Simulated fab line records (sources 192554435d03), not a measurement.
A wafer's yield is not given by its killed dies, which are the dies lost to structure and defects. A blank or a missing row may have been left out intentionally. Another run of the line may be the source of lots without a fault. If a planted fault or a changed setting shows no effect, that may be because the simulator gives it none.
Matching of chambers | flow n5-finfet | N5_FIN_CUT_STRIP_24 on rie-diel-05: 4 sister chambers
The step strips in CF4. 18 wafers are shown with their chamber, then 9 later ones without.

== WAFERS PAIRED WITH THEIR CHAMBERS ==
wafer  | chamber | drypump-motor-current-A (A) | showerhead-plenum-p-Torr (Torr) | throttle-valve-pct (%)
L079.1 | 2       | 6.3                         | 1.72                            | 13.86
L079.2 | 3       | 5.5                         | 1.73                            | 13.61
L079.3 | 1       | 5.1                         | 1.85                            | 13.44
L081.1 | 0       | 6.4                         | 1.78                            | 13.92
L081.2 | 1       | 5.0                         | 1.85                            | 13.45
L081.6 | 3       | 5.5                         | 1.73                            | 13.61
L083.1 | 2       | 6.3                         | 1.72                            | 13.86
L083.3 | 3       | 5.5                         | 1.72                            | 13.61
L083.5 | 3       | 5.5                         | 1.72                            | 13.61
L084.1 | 0       | 6.4                         | 1.78                            | 13.93
L084.3 | 3       | 5.5                         | 1.72                            | 13.63
L084.6 | 1       | 5.0                         | 1.85                            | 13.46
L085.3 | 1       | 5.0                         | 1.85                            | 13.47
L085.4 | 0       | 6.4                         | 1.78                            | 13.94
L085.5 | 1       | 5.0                         | 1.85                            | 13.47
L090.1 | 3       | 5.5                         | 1.72                            | 13.66
L090.3 | 1       | 5.0                         | 1.84                            | 13.48
L090.5 | 2       | 6.3                         | 1.71                            | 13.90

SIGNATURES, as means of the wafers listed above
reading                  | chamber 0 | chamber 1 | chamber 2 | chamber 3 | scatter within a chamber
drypump-motor-current-A  | 6.400     | 5.017     | 6.300     | 5.500     | 0.0244
showerhead-plenum-p-Torr | 1.7800    | 1.8483    | 1.7167    | 1.7233    | 0.0045
throttle-valve-pct       | 13.9300   | 13.4617   | 13.8733   | 13.6217   | 0.0178
Rule: for each reading, subtract the chamber's mean from the wafer's reading, divide by that reading's scatter and square the result; add these up over the readings and take the root, which gives the wafer's distance from the chamber. The wafer belongs to the nearest chamber; if the next one is less than 2 further off, it can't be placed. The scatter is the square root of a quotient: the sum, over the shown wafers, of each reading's squared deviation from its chamber's mean, divided by wafers minus chambers.

== WAFERS WITHOUT THEIR CHAMBER ==
wafer  | drypump-motor-current-A (A) | showerhead-plenum-p-Torr (Torr) | throttle-valve-pct (%)
L092.1 | 5.5                         | 1.72                            | 13.67
L092.2 | 6.3                         | 1.71                            | 13.88
L092.3 | 6.4                         | 1.78                            | 14.00
L093.1 | 5.5                         | 1.72                            | 13.67
L093.2 | 6.4                         | 1.78                            | 14.00
L093.4 | 6.3                         | 1.71                            | 13.90
L097.3 | 5.0                         | 1.84                            | 13.50
L097.4 | 6.4                         | 1.71                            | 13.93
L097.5 | 6.4                         | 1.77                            | 13.97

== EACH ONE'S CHAMBER ==
wafer  | from the rows above | in truth
L092.1 | 3                   | 3
L092.2 | 2                   | 2
L092.3 | 0                   | 0
L093.1 | 3                   | 3
L093.2 | 0                   | 0
L093.4 | 2                   | 2
L097.3 | 1                   | 1
L097.4 | 2                   | 2
L097.5 | 0                   | 0
Placed correctly: 9 of 9. Left unplaced by these rows: 0. 0 placed wrongly.
